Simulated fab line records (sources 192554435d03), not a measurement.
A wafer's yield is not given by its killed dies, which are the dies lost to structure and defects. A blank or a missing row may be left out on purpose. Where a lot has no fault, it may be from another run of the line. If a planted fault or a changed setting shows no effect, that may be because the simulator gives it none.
Which of the tools did it? | flow n5Finfet | Sampling: 24 lots, 72 wafers, 6 of 1938 route steps

## WHAT THE GAUGES READ, wafer by wafer
N5_BEOL_M5_INSPECT_58: inspects for defects (darkfield).
lot  | measured     | on               | rawDefectCount
L075 | day 8 18:01  | defectInspect-02 | 60 66 72
L074 | day 8 22:01  | defectInspect-02 | 66 69 77
L077 | day 8 22:17  | defectInspect-01 | 56 65 51
L076 | day 9 00:20  | defectInspect-01 | 61 127 101
L080 | day 9 20:29  | defectInspect-01 | 74 96 67
L078 | day 9 22:32  | defectInspect-01 | 63 57 61
L079 | day 10 01:10 | defectInspect-01 | 76 67 85
L081 | day 10 09:04 | defectInspect-01 | 50 75 51
L082 | day 10 18:13 | defectInspect-01 | 112 55 65
L083 | day 11 02:19 | defectInspect-01 | 79 69 62
L084 | day 11 09:00 | defectInspect-02 | 62 54 67
L086 | day 11 09:27 | defectInspect-01 | 91 118 92
L085 | day 11 18:19 | defectInspect-02 | 59 81 71
L087 | day 12 06:31 | defectInspect-02 | 45 104 110
L088 | day 12 12:26 | defectInspect-01 | 64 57 56
L090 | day 12 15:00 | defectInspect-02 | 52 71 20
L092 | day 12 22:06 | defectInspect-01 | 41 66 69
L089 | day 13 04:40 | defectInspect-01 | 51 36 59
L091 | day 13 06:37 | defectInspect-02 | 65 82 140
L093 | day 13 13:01 | defectInspect-02 | 78 77 64
L095 | day 13 22:40 | defectInspect-02 | 62 55 59
L094 | day 13 23:57 | defectInspect-02 | 72 60 66
L096 | day 14 05:08 | defectInspect-02 | 55 56 38
L097 | day 14 19:18 | defectInspect-02 | 103 75 83

N5_BEOL_M6_CD_MEAS_11: target cd 38.5 nm.
lot  | measured     | on       | cdNm (nm)
L075 | day 8 21:37  | cdSem-03 | 39.4 38.7 38.7
L074 | day 9 01:46  | cdSem-02 | 38.6 38.6 39.1
L077 | day 9 01:48  | cdSem-01 | 38.3 37.4 37.6
L076 | day 9 02:16  | cdSem-02 | 37.6 37.2 37.1
L080 | day 10 02:17 | cdSem-03 | 38.3 37.2 37.8
L078 | day 10 02:46 | cdSem-03 | 38.9 38.7 39.3
L079 | day 10 02:56 | cdSem-03 | 37.7 38.0 37.8
L081 | day 10 11:28 | cdSem-03 | 38.4 38.4 38.0
L082 | day 10 20:05 | cdSem-03 | 39.4 39.3 39.1
L083 | day 11 03:35 | cdSem-02 | 38.5 38.5 38.5
L084 | day 11 11:19 | cdSem-03 | 38.8 37.8 37.5
L086 | day 11 11:24 | cdSem-02 | 38.3 38.4 39.0
L085 | day 11 20:17 | cdSem-02 | 37.9 38.9 37.9
L087 | day 12 07:36 | cdSem-03 | 38.4 39.3 38.9
L088 | day 12 14:46 | cdSem-01 | 38.6 38.7 38.9
L090 | day 12 17:50 | cdSem-03 | 38.9 37.8 38.8
L092 | day 12 23:11 | cdSem-03 | 38.0 37.9 38.0
L089 | day 13 06:41 | cdSem-01 | 38.6 38.3 37.9
L091 | day 13 09:38 | cdSem-03 | 38.5 38.7 39.1
L093 | day 13 14:23 | cdSem-01 | 38.9 38.9 38.5
L095 | day 14 00:43 | cdSem-03 | 38.0 37.7 38.0
L094 | day 14 03:22 | cdSem-03 | 37.9 38.9 39.4
L096 | day 14 08:13 | cdSem-03 | 39.1 38.2 39.1
L097 | day 14 21:16 | cdSem-02 | 39.0 38.6 38.2

N5_BEOL_M6_INSPECT_13: inspects for defects (brightfield).
lot  | measured     | on               | rawDefectCount
L075 | day 8 21:40  | defectInspect-01 | 480 339 296
L074 | day 9 01:49  | defectInspect-01 | 410 408 505
L077 | day 9 01:51  | defectInspect-02 | 386 481 283
L076 | day 9 02:19  | defectInspect-01 | 300 452 392
L080 | day 10 02:20 | defectInspect-01 | 370 418 400
L078 | day 10 02:49 | defectInspect-02 | 712 359 356
L079 | day 10 02:59 | defectInspect-01 | 367 321 360
L081 | day 10 11:31 | defectInspect-01 | 429 364 473
L082 | day 10 20:08 | defectInspect-01 | 434 421 379
L083 | day 11 03:38 | defectInspect-02 | 402 450 421
L084 | day 11 11:23 | defectInspect-02 | 419 509 508
L086 | day 11 11:27 | defectInspect-02 | 452 536 500
L085 | day 11 20:20 | defectInspect-02 | 352 296 531
L087 | day 12 07:40 | defectInspect-01 | 574 489 535
L088 | day 12 14:50 | defectInspect-02 | 405 310 340
L090 | day 12 17:53 | defectInspect-02 | 507 393 489
L092 | day 12 23:14 | defectInspect-02 | 410 389 330
L089 | day 13 06:44 | defectInspect-02 | 421 499 463
L091 | day 13 09:41 | defectInspect-01 | 353 415 536
L093 | day 13 14:26 | defectInspect-01 | 337 399 381
L095 | day 14 00:46 | defectInspect-02 | 483 348 322
L094 | day 14 03:26 | defectInspect-02 | 304 364 298
L096 | day 14 08:16 | defectInspect-02 | 266 278 257
L097 | day 14 21:20 | defectInspect-01 | 410 386 502

N5_BEOL_M6_OVL_MEAS_29.
lot  | measured     | on         | V5_OVL (nm)
L075 | day 9 00:48  | overlay-01 | 0.0 -0.7 -0.4
L074 | day 9 03:19  | overlay-02 | 0.8 0.4 0.9
L077 | day 9 03:30  | overlay-02 | -0.5 -1.1 -0.5
L076 | day 9 03:47  | overlay-01 | -0.8 0.2 0.2
L080 | day 10 04:22 | overlay-02 | 1.2 1.2 1.2
L078 | day 10 04:27 | overlay-02 | 0.0 0.9 0.6
L079 | day 10 04:24 | overlay-01 | 2.2 1.4 0.6
L081 | day 10 14:12 | overlay-01 | 0.4 -0.4 0.0
L082 | day 10 22:56 | overlay-02 | -0.1 0.5 -0.2
L083 | day 11 04:49 | overlay-02 | 1.7 0.6 -0.3
L084 | day 11 14:08 | overlay-01 | 0.5 0.8 0.4
L086 | day 11 14:49 | overlay-01 | 0.0 -0.3 -0.7
L085 | day 11 22:26 | overlay-01 | 0.6 0.4 -0.3
L087 | day 12 10:43 | overlay-01 | 0.0 -0.1 -0.4
L088 | day 12 16:07 | overlay-02 | 1.2 0.8 1.1
L090 | day 12 19:00 | overlay-02 | -0.5 -0.9 -0.5
L092 | day 13 02:27 | overlay-01 | 0.1 1.2 0.9
L089 | day 13 09:22 | overlay-01 | 1.6 0.3 0.9
L091 | day 13 10:53 | overlay-02 | 0.9 0.5 -0.6
L093 | day 13 17:07 | overlay-01 | -0.1 -0.5 0.9
L095 | day 14 02:25 | overlay-01 | 1.2 0.3 1.0
L094 | day 14 04:34 | overlay-02 | 1.6 0.7 1.4
L096 | day 14 11:58 | overlay-02 | -0.6 0.1 -0.1
L097 | day 14 22:42 | overlay-02 | 0.4 -0.1 -0.2

## TOOL THAT RAN EACH LOT (tool first, then ch and the chambers of the sampled wafers, then the start)
lot  | N5_BEOL_M5_ANNEAL_51            | N5_BEOL_M5_DEP_56
L075 | rtpAnneal-01 ch 0, day 8 17:11  | pecvd-01 ch 0,1, day 8 17:55
L074 | rtpAnneal-01 ch 0, day 8 21:09  | pecvd-01 ch 0,1,2, day 8 21:56
L077 | rtpAnneal-02 ch 0, day 8 21:09  | pecvd-03 ch 0,2, day 8 22:11
L076 | rtpAnneal-01 ch 0, day 8 23:32  | pecvd-03 ch 0,1,2, day 9 00:14
L080 | rtpAnneal-01 ch 0, day 9 19:26  | pecvd-01 ch 0,2, day 9 20:23
L078 | rtpAnneal-01 ch 0, day 9 21:29  | pecvd-01 ch 0,1,2, day 9 22:27
L079 | rtpAnneal-01 ch 0, day 10 00:18 | pecvd-01 ch 0,1, day 10 01:05
L081 | rtpAnneal-01 ch 0, day 10 08:07 | pecvd-02 ch 0,1,2, day 10 08:59
L082 | rtpAnneal-02 ch 0, day 10 17:17 | pecvd-02 ch 0,1, day 10 18:06
L083 | rtpAnneal-01 ch 0, day 11 01:26 | pecvd-01 ch 0,1,2, day 11 02:13
L084 | rtpAnneal-02 ch 0, day 11 07:47 | pecvd-01 ch 1,2, day 11 08:54
L086 | rtpAnneal-01 ch 0, day 11 08:10 | pecvd-01 ch 1,2, day 11 09:22
L085 | rtpAnneal-01 ch 0, day 11 17:31 | pecvd-01 ch 0,2, day 11 18:14
L087 | rtpAnneal-02 ch 0, day 12 05:34 | pecvd-03 ch 0,1, day 12 06:25
L088 | rtpAnneal-02 ch 0, day 12 11:34 | pecvd-03 ch 1,2, day 12 12:21
L090 | rtpAnneal-02 ch 0, day 12 14:13 | pecvd-03 ch 0,1,2, day 12 14:54
L092 | rtpAnneal-02 ch 0, day 12 21:15 | pecvd-01 ch 0,2, day 12 21:59
L089 | rtpAnneal-01 ch 0, day 13 03:47 | pecvd-01 ch 0,1,2, day 13 04:34
L091 | rtpAnneal-02 ch 0, day 13 05:43 | pecvd-01 ch 0,1, day 13 06:32
L093 | rtpAnneal-01 ch 0, day 13 12:13 | pecvd-02 ch 0,1,2, day 13 12:56
L095 | rtpAnneal-01 ch 0, day 13 21:52 | pecvd-03 ch 0,1,2, day 13 22:34
L094 | rtpAnneal-02 ch 0, day 13 23:04 | pecvd-03 ch 0,1, day 13 23:52
L096 | rtpAnneal-01 ch 0, day 14 04:20 | pecvd-02 ch 1,2, day 14 05:02
L097 | rtpAnneal-02 ch 0, day 14 18:26 | pecvd-02 ch 0,1,2, day 14 19:13
- N5_BEOL_M5_ANNEAL_51: time 90 s.
- N5_BEOL_M5_DEP_56: deposits SiCN from 3MS/NH3, target thk 8 nm, time 14 s.

## WHAT THE TOOLS THEMSELVES READ (means of the sampled wafers that have a number; where no wafer has one, the mark that the record gives instead)
N5_BEOL_M5_ANNEAL_51.
lot  | tool         | wafer_temp_C_max
L075 | rtpAnneal-01 | 225.7
L074 | rtpAnneal-01 | 225.6
L077 | rtpAnneal-02 | 226.5
L076 | rtpAnneal-01 | 225.7
L080 | rtpAnneal-01 | 225.6
L078 | rtpAnneal-01 | 225.7
L079 | rtpAnneal-01 | 225.8
L081 | rtpAnneal-01 | 225.7
L082 | rtpAnneal-02 | 226.2
L083 | rtpAnneal-01 | 225.7
L084 | rtpAnneal-02 | 226.2
L086 | rtpAnneal-01 | 225.9
L085 | rtpAnneal-01 | 226.0
L087 | rtpAnneal-02 | 226.1
L088 | rtpAnneal-02 | 226.3
L090 | rtpAnneal-02 | 226.3
L092 | rtpAnneal-02 | 226.4
L089 | rtpAnneal-01 | 225.6
L091 | rtpAnneal-02 | 226.4
L093 | rtpAnneal-01 | 225.8
L095 | rtpAnneal-01 | 225.8
L094 | rtpAnneal-02 | 226.3
L096 | rtpAnneal-01 | 225.8
L097 | rtpAnneal-02 | 225.9

N5_BEOL_M5_DEP_56.
lot  | tool     | showerheadPlenumPTorr (Torr) | throttleValvePct (%)
L075 | pecvd-01 | 3.646                        | 9.2
L074 | pecvd-01 | 3.654                        | 9.0
L077 | pecvd-03 | 3.677                        | 9.1
L076 | pecvd-03 | 3.682                        | 9.2
L080 | pecvd-01 | 3.651                        | 8.8
L078 | pecvd-01 | 3.645                        | 8.8
L079 | pecvd-01 | 3.647                        | 9.2
L081 | pecvd-02 | 3.670                        | 8.9
L082 | pecvd-02 | 3.672                        | 9.3
L083 | pecvd-01 | 3.645                        | 8.8
L084 | pecvd-01 | 3.658                        | 8.8
L086 | pecvd-01 | 3.651                        | 8.9
L085 | pecvd-01 | 3.639                        | 9.0
L087 | pecvd-03 | 3.670                        | 9.5
L088 | pecvd-03 | 3.675                        | 8.6
L090 | pecvd-03 | 3.668                        | 8.9
L092 | pecvd-01 | 3.645                        | 8.9
L089 | pecvd-01 | 3.649                        | 8.9
L091 | pecvd-01 | 3.636                        | 9.1
L093 | pecvd-02 | 3.670                        | 8.9
L095 | pecvd-03 | 3.669                        | 9.2
L094 | pecvd-03 | 3.677                        | 9.3
L096 | pecvd-02 | 3.670                        | 9.1
L097 | pecvd-02 | 3.665                        | 9.0

## THE ANSWER, worked out from the rows above alone
Rule: usual is defined by the lots themselves. Put in order of their means at a reading, lots are off if they are a third of the lots or fewer, leave a main group of 4 or more, and stand apart from it by a gap of 3 or more times the standard deviation of the main group's means; of several such gaps the widest counts. Not used: any main group whose means are identical at the precision the tables above print for the reading. Also off: a lot with no number at a reading for which 4 or more lots have one. Any other lot the step has rows for is counted as sound. First the gauges in route order, then the tools' own readings, where a lot's mean is used as printed above. The first step at which some lot is off is used, and at that step the reading that is off furthest; a lot without a number counts as furthest.
None of the lots is off at any reading shown; this tells nothing.

## WHAT WAS PUT IN BY THE SIMULATOR
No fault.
